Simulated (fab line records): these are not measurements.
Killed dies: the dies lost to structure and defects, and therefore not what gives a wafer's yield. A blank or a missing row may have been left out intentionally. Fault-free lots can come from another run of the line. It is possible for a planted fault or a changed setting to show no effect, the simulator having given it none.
Split-lot study || flow n5-finfet || 39 wafers read across 7 lots, on a route 1938 steps long

## THE SPLIT ITSELF
At N5_BEOL_M6_PECVD_70 (deposits SiO2 from TEOS/O2, target thk 20 nm, time 22.7 s), the setting time-s was moved away from the recipe's 22.7 s on 9 of the 39 wafers read, by -48.7% to +40.4%. This setting was run at the recipe's value on the other wafers.

The reading comes from the split's own step.

## THE READING
SiO2_of_BEOL_M6_PECVD_70.thk-nm (the simulator's own value, which no gauge read), in nm, at N5_BEOL_M6_PECVD_70 (deposits SiO2 from TEOS/O2, target thk 20 nm, time 22.7 s). No usual value for it is given in the file. Across the 30 wafers here that went through the recipe, the average is 20.0 nm and the standard deviation 0.26 nm.

{"wafer": "L075.1", "tool, chamber at the split": "pecvd-02, 2", "time-s as run, s": 22.7, "against the recipe": "recipe", "SiO2_of_BEOL_M6_PECVD_70.thk-nm, nm": 19.4, "against lot-mates on the recipe": "-"}
{"wafer": "L075.2", "tool, chamber at the split": "pecvd-02, 1,2", "time-s as run, s": 22.7, "against the recipe": "recipe", "SiO2_of_BEOL_M6_PECVD_70.thk-nm, nm": 19.8, "against lot-mates on the recipe": "-"}
{"wafer": "L075.5", "tool, chamber at the split": "pecvd-02, 1,2", "time-s as run, s": 22.7, "against the recipe": "recipe", "SiO2_of_BEOL_M6_PECVD_70.thk-nm, nm": 19.8, "against lot-mates on the recipe": "-"}
{"wafer": "L075.3", "tool, chamber at the split": "pecvd-02, 1", "time-s as run, s": 22.7, "against the recipe": "recipe", "SiO2_of_BEOL_M6_PECVD_70.thk-nm, nm": 20, "against lot-mates on the recipe": "-"}
{"wafer": "L075.6", "tool, chamber at the split": "pecvd-02, 1", "time-s as run, s": 22.7, "against the recipe": "recipe", "SiO2_of_BEOL_M6_PECVD_70.thk-nm, nm": 20, "against lot-mates on the recipe": "-"}
{"wafer": "L075.4", "tool, chamber at the split": "pecvd-02, 2", "time-s as run, s": 22.7, "against the recipe": "recipe", "SiO2_of_BEOL_M6_PECVD_70.thk-nm, nm": 19.6, "against lot-mates on the recipe": "-"}
{"wafer": "L080.1", "tool, chamber at the split": "pecvd-04, 0", "time-s as run, s": 22.7, "against the recipe": "recipe", "SiO2_of_BEOL_M6_PECVD_70.thk-nm, nm": 20, "against lot-mates on the recipe": "-"}
{"wafer": "L080.2", "tool, chamber at the split": "pecvd-04, 1", "time-s as run, s": 22.7, "against the recipe": "recipe", "SiO2_of_BEOL_M6_PECVD_70.thk-nm, nm": 19.8, "against lot-mates on the recipe": "-"}
{"wafer": "L080.6", "tool, chamber at the split": "pecvd-04, 1", "time-s as run, s": 22.7, "against the recipe": "recipe", "SiO2_of_BEOL_M6_PECVD_70.thk-nm, nm": 19.8, "against lot-mates on the recipe": "-"}
{"wafer": "L080.3", "tool, chamber at the split": "pecvd-04, 1,0", "time-s as run, s": 22.7, "against the recipe": "recipe", "SiO2_of_BEOL_M6_PECVD_70.thk-nm, nm": 20.2, "against lot-mates on the recipe": "-"}
{"wafer": "L080.5", "tool, chamber at the split": "pecvd-04, 1,0", "time-s as run, s": 22.7, "against the recipe": "recipe", "SiO2_of_BEOL_M6_PECVD_70.thk-nm, nm": 20.2, "against lot-mates on the recipe": "-"}
{"wafer": "L080.4", "tool, chamber at the split": "pecvd-04, 0", "time-s as run, s": 22.7, "against the recipe": "recipe", "SiO2_of_BEOL_M6_PECVD_70.thk-nm, nm": 20.4, "against lot-mates on the recipe": "-"}
{"wafer": "L083.1", "tool, chamber at the split": "pecvd-04, 0", "time-s as run, s": 31.86, "against the recipe": "+40.4%", "SiO2_of_BEOL_M6_PECVD_70.thk-nm, nm": 27.6, "against lot-mates on the recipe": "+7.3"}
{"wafer": "L083.2", "tool, chamber at the split": "pecvd-04, 1", "time-s as run, s": 31.86, "against the recipe": "+40.4%", "SiO2_of_BEOL_M6_PECVD_70.thk-nm, nm": 27.2, "against lot-mates on the recipe": "+6.9"}
{"wafer": "L083.3", "tool, chamber at the split": "pecvd-04, 0", "time-s as run, s": 31.86, "against the recipe": "+40.4%", "SiO2_of_BEOL_M6_PECVD_70.thk-nm, nm": 28.2, "against lot-mates on the recipe": "+7.9"}
{"wafer": "L083.4", "tool, chamber at the split": "pecvd-04, 1", "time-s as run, s": 22.7, "against the recipe": "recipe", "SiO2_of_BEOL_M6_PECVD_70.thk-nm, nm": 20.4, "against lot-mates on the recipe": "-"}
{"wafer": "L083.5", "tool, chamber at the split": "pecvd-04, 1,0", "time-s as run, s": 22.7, "against the recipe": "recipe", "SiO2_of_BEOL_M6_PECVD_70.thk-nm, nm": 20.2, "against lot-mates on the recipe": "-"}
{"wafer": "L083.6", "tool, chamber at the split": "pecvd-04, 1,0", "time-s as run, s": 22.7, "against the recipe": "recipe", "SiO2_of_BEOL_M6_PECVD_70.thk-nm, nm": 20.2, "against lot-mates on the recipe": "-"}
{"wafer": "L084.3", "tool, chamber at the split": "pecvd-02, 1", "time-s as run, s": 22.7, "against the recipe": "recipe", "SiO2_of_BEOL_M6_PECVD_70.thk-nm, nm": 20, "against lot-mates on the recipe": "-"}
{"wafer": "L084.6", "tool, chamber at the split": "pecvd-02, 1", "time-s as run, s": 22.7, "against the recipe": "recipe", "SiO2_of_BEOL_M6_PECVD_70.thk-nm, nm": 20, "against lot-mates on the recipe": "-"}
{"wafer": "L084.5", "tool, chamber at the split": "pecvd-02, 2", "time-s as run, s": 22.7, "against the recipe": "recipe", "SiO2_of_BEOL_M6_PECVD_70.thk-nm, nm": 20.4, "against lot-mates on the recipe": "-"}
{"wafer": "L093.1", "tool, chamber at the split": "pecvd-03, 1", "time-s as run, s": 11.64, "against the recipe": "-48.7%", "SiO2_of_BEOL_M6_PECVD_70.thk-nm, nm": 10, "against lot-mates on the recipe": -9.9}
{"wafer": "L093.2", "tool, chamber at the split": "pecvd-03, 0", "time-s as run, s": 22.7, "against the recipe": "recipe", "SiO2_of_BEOL_M6_PECVD_70.thk-nm, nm": 19.6, "against lot-mates on the recipe": "-"}
{"wafer": "L093.3", "tool, chamber at the split": "pecvd-03, 2", "time-s as run, s": 22.7, "against the recipe": "recipe", "SiO2_of_BEOL_M6_PECVD_70.thk-nm, nm": 20, "against lot-mates on the recipe": "-"}
{"wafer": "L093.4", "tool, chamber at the split": "pecvd-03, 1", "time-s as run, s": 11.64, "against the recipe": "-48.7%", "SiO2_of_BEOL_M6_PECVD_70.thk-nm, nm": 10.4, "against lot-mates on the recipe": -9.5}
{"wafer": "L093.5", "tool, chamber at the split": "pecvd-03, 0", "time-s as run, s": 11.64, "against the recipe": "-48.7%", "SiO2_of_BEOL_M6_PECVD_70.thk-nm, nm": 10.2, "against lot-mates on the recipe": -9.7}
{"wafer": "L093.6", "tool, chamber at the split": "pecvd-03, 2", "time-s as run, s": 22.7, "against the recipe": "recipe", "SiO2_of_BEOL_M6_PECVD_70.thk-nm, nm": 20.2, "against lot-mates on the recipe": "-"}
{"wafer": "L095.1", "tool, chamber at the split": "pecvd-02, 2,0,1,0", "time-s as run, s": 22.7, "against the recipe": "recipe", "SiO2_of_BEOL_M6_PECVD_70.thk-nm, nm": 19.8, "against lot-mates on the recipe": "-"}
{"wafer": "L095.2", "tool, chamber at the split": "pecvd-02, 2,0,1,0", "time-s as run, s": 22.7, "against the recipe": "recipe", "SiO2_of_BEOL_M6_PECVD_70.thk-nm, nm": 19.8, "against lot-mates on the recipe": "-"}
{"wafer": "L095.5", "tool, chamber at the split": "pecvd-02, 2,0,1,0", "time-s as run, s": 22.7, "against the recipe": "recipe", "SiO2_of_BEOL_M6_PECVD_70.thk-nm, nm": 19.8, "against lot-mates on the recipe": "-"}
{"wafer": "L095.6", "tool, chamber at the split": "pecvd-02, 2,0,1,0", "time-s as run, s": 22.7, "against the recipe": "recipe", "SiO2_of_BEOL_M6_PECVD_70.thk-nm, nm": 19.8, "against lot-mates on the recipe": "-"}
{"wafer": "L095.3", "tool, chamber at the split": "pecvd-02, 1", "time-s as run, s": 22.7, "against the recipe": "recipe", "SiO2_of_BEOL_M6_PECVD_70.thk-nm, nm": 19.6, "against lot-mates on the recipe": "-"}
{"wafer": "L095.4", "tool, chamber at the split": "pecvd-02, 2", "time-s as run, s": 22.7, "against the recipe": "recipe", "SiO2_of_BEOL_M6_PECVD_70.thk-nm, nm": 20, "against lot-mates on the recipe": "-"}
{"wafer": "L096.1", "tool, chamber at the split": "pecvd-02, 0,2", "time-s as run, s": 12.45, "against the recipe": "-45.2%", "SiO2_of_BEOL_M6_PECVD_70.thk-nm, nm": 11.4, "against lot-mates on the recipe": -8.8}
{"wafer": "L096.5", "tool, chamber at the split": "pecvd-02, 0,2", "time-s as run, s": 12.45, "against the recipe": "-45.2%", "SiO2_of_BEOL_M6_PECVD_70.thk-nm, nm": 11.4, "against lot-mates on the recipe": -8.8}
{"wafer": "L096.2", "tool, chamber at the split": "pecvd-02, 1", "time-s as run, s": 12.45, "against the recipe": "-45.2%", "SiO2_of_BEOL_M6_PECVD_70.thk-nm, nm": 11.6, "against lot-mates on the recipe": -8.6}
{"wafer": "L096.3", "tool, chamber at the split": "pecvd-02, 2", "time-s as run, s": 22.7, "against the recipe": "recipe", "SiO2_of_BEOL_M6_PECVD_70.thk-nm, nm": 20, "against lot-mates on the recipe": "-"}
{"wafer": "L096.4", "tool, chamber at the split": "pecvd-02, 1", "time-s as run, s": 22.7, "against the recipe": "recipe", "SiO2_of_BEOL_M6_PECVD_70.thk-nm, nm": 20.4, "against lot-mates on the recipe": "-"}
{"wafer": "L096.6", "tool, chamber at the split": "pecvd-02, 0", "time-s as run, s": 22.7, "against the recipe": "recipe", "SiO2_of_BEOL_M6_PECVD_70.thk-nm, nm": 20.2, "against lot-mates on the recipe": "-"}
If several chambers appear in one row, that row covers several wafers at once and the file leaves open which wafer was in which chamber.

FIT RESULTS
A straight line over all 39 wafers: SiO2_of_BEOL_M6_PECVD_70.thk-nm changes by +0.194 nm for each +1% of time-s; r = +1.00; the points scatter about the line by 0.29 nm.
The same after taking each lot's own level away (the mean of its wafers on the recipe; 39 wafers): +0.193 nm for each +1%; r = +1.00; scatter 0.25 nm.
Per that fit: largest time-s move, reading shift of 9.4 nm.
The lots' own levels span 19.77 to 20.27 nm, that is 1.9 times the standard deviation above.
Consequently the slope shifts little with the lot-to-lot level, the two slopes agreeing.
Check: with one of the wafers moved furthest among these (-48.7%) left out of the fit, the line predicts -9.37 nm for it against its lot-mates. It came out at -9.93 nm against them.

## THE OTHER SPLITS THESE WAFERS WENT THROUGH
These wafers also went through other splits before the reading. Each is held against what the fit with the lots' levels taken away leaves over:
{"other split on the same wafers": "N5_BEOL_M1_DEP_57 target-thk-a", "wafers away from the commonest value": 18, "r with SiO2_of_BEOL_M6_PECVD_70.thk-nm (lot level and that fit taken away)": "+0.09"}
{"other split on the same wafers": "N5_BEOL_M5_TRENCH_ETCH_37 time-s", "wafers away from the commonest value": 9, "r with SiO2_of_BEOL_M6_PECVD_70.thk-nm (lot level and that fit taken away)": "+0.07"}

## FILE'S OWN FIT
SiO2_of_BEOL_M6_PECVD_70.thk-nm changes by +0.193 nm for each +1% of time-s, r = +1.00.
